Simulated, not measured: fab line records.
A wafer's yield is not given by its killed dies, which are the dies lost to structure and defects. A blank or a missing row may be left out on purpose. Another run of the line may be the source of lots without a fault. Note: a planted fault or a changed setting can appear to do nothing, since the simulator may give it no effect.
Chamber matching ; flow nand_harc ; 3 sister chambers for NHARC_A_STAIRCASE_DEP_301 on pecvd-01
The step deposits SiON, target thk 30 nm. 3 wafers are shown with their chamber, then 12 later ones without.

EACH WAFER AND ITS CHAMBER
wafer;chamber;heater_power_w (W)
L086.5;1;520
L091.1;0;694
L091.5;2;860

WAFERS WITHOUT THEIR CHAMBER
wafer;heater_power_w (W)
L092.2;691
L092.3;762
L092.4;753
L092.1;479
L092.5;698
L092.6;499
L093.1;572
L093.3;743
L093.5;563
L093.2;744
L093.4;738
L093.6;728

WHICH CHAMBER EACH WENT THROUGH
wafer;from the rows above;in truth
L092.2;0;0
L092.3;can't be placed: 0 or 2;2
L092.4;can't be placed: 0 or 2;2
L092.1;1;1
L092.5;0;0
L092.6;1;1
L093.1;can't be placed: 1 or 0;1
L093.3;can't be placed: 0 or 2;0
L093.5;1;1
L093.2;can't be placed: 0 or 2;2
L093.4;can't be placed: 0 or 2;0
L093.6;0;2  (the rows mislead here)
Correct placement for 5 of the 12. From these rows, 6 cannot be placed; in 6 the true chamber is one of the candidates. Number placed wrongly: 1.
How it was worked out, from the rows above alone: a wafer's distance from a chamber is the root of the sum, over the readings, of the square of ((its reading less the chamber's mean) divided by the reading's scatter). The wafer belongs to the nearest chamber; if the next one is less than 2 further off, it can't be placed. For every chamber, the mean is computed from those of its wafers that are shown. The scatter (one wafer shown for each chamber): square how far every hidden wafer sits from the nearest shown wafer, average those squares and take the square root.
